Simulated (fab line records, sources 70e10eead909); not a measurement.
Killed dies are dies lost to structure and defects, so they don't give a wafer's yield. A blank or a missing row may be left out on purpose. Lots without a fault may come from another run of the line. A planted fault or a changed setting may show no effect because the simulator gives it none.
Chamber matching | flow nand_harc | NHARC_A_STAIRCASE_ETCH_253 on rie_diel-02: 4 sister chambers
The step etches the open film in C4F8/O2, target depth 50 nm, time 20.2 s. 4 wafers are shown with their chamber, then 8 later ones without.

WAFERS WITH THEIR CHAMBER
wafer  | chamber | rf_vpp_V (V)
L075.6 | 0       | 900
L080.5 | 1       | 902
L080.6 | 2       | 898
L088.2 | 3       | 892

WAFERS WITHOUT THEIR CHAMBER
wafer  | rf_vpp_V (V)
L088.4 | 904
L088.5 | 890
L094.1 | 896
L094.2 | 904
L094.6 | 899
L096.1 | 896
L096.3 | 891
L096.6 | 896

WHICH CHAMBER EACH WENT THROUGH
wafer  | from the rows above          | in truth
L088.4 | can't be placed: 1 or 0      | 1
L088.5 | 3                            | 3
L094.1 | can't be placed: 2 or 0 or 3 | 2
L094.2 | can't be placed: 1 or 0      | 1
L094.6 | can't be placed: 0 or 2 or 1 | 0
L096.1 | can't be placed: 2 or 0 or 3 | 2
L096.3 | 3                            | 3
L096.6 | can't be placed: 2 or 0 or 3 | 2
Placed correctly: 2 of 8. Can't be placed from these rows: 6 (the true chamber is among the candidates in 6). Placed wrongly: 0.
How it was worked out, from the rows above alone: a wafer's distance from a chamber is the root of the sum, over the readings, of the square of ((its reading less the chamber's mean) divided by the reading's scatter). The wafer belongs to the nearest chamber; if the next one is less than 2 further off, it can't be placed. A chamber's mean is the mean of its shown wafers. The scatter: with one shown wafer a chamber, the root of the mean of the squares of how far each hidden wafer lies from its nearest shown one.
